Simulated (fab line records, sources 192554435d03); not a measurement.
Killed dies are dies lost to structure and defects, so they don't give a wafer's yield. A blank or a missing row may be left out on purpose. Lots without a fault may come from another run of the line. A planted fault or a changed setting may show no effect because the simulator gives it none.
Chamber matching | flow n5_finfet | N5_BEOL_M3_PRE_CLEAN_60 on cvd_co-02: 3 sister chambers
The step time 15 s. 6 wafers are shown with their chamber, then 12 later ones without.

WAFERS WITH THEIR CHAMBER
wafer  | chamber | heater_power_w (W)
L080.5 | 0       | 115
L089.3 | 1       | 43
L089.5 | 2       | 51
L090.4 | 2       | 50
L090.5 | 1       | 43
L090.6 | 0       | 114

WAFERS WITHOUT THEIR CHAMBER
wafer  | heater_power_w (W)
L091.2 | 116
L091.4 | 42
L091.6 | 51
L093.2 | 51
L093.4 | 43
L093.5 | 115
L094.1 | 44
L094.4 | 43
L094.5 | 51
L096.2 | 44
L096.4 | 51
L096.5 | 44

WHICH CHAMBER EACH WENT THROUGH
wafer  | from the rows above | in truth
L091.2 | 0                   | 0
L091.4 | 1                   | 1
L091.6 | 2                   | 2
L093.2 | 2                   | 2
L093.4 | 1                   | 1
L093.5 | 0                   | 0
L094.1 | 1                   | 1
L094.4 | 1                   | 1
L094.5 | 2                   | 2
L096.2 | 1                   | 1
L096.4 | 2                   | 2
L096.5 | 1                   | 1
Placed correctly: 12 of 12. Can't be placed from these rows: 0. Placed wrongly: 0.
How it was worked out, from the rows above alone: a wafer's distance from a chamber is the root of the sum, over the readings, of the square of ((its reading less the chamber's mean) divided by the reading's scatter). The wafer belongs to the nearest chamber; if the next one is less than 2 further off, it can't be placed. A chamber's mean is the mean of its shown wafers. The scatter: the root of (the sum of the squares of (reading less its chamber's mean) over the shown wafers, divided by (wafers less chambers)).
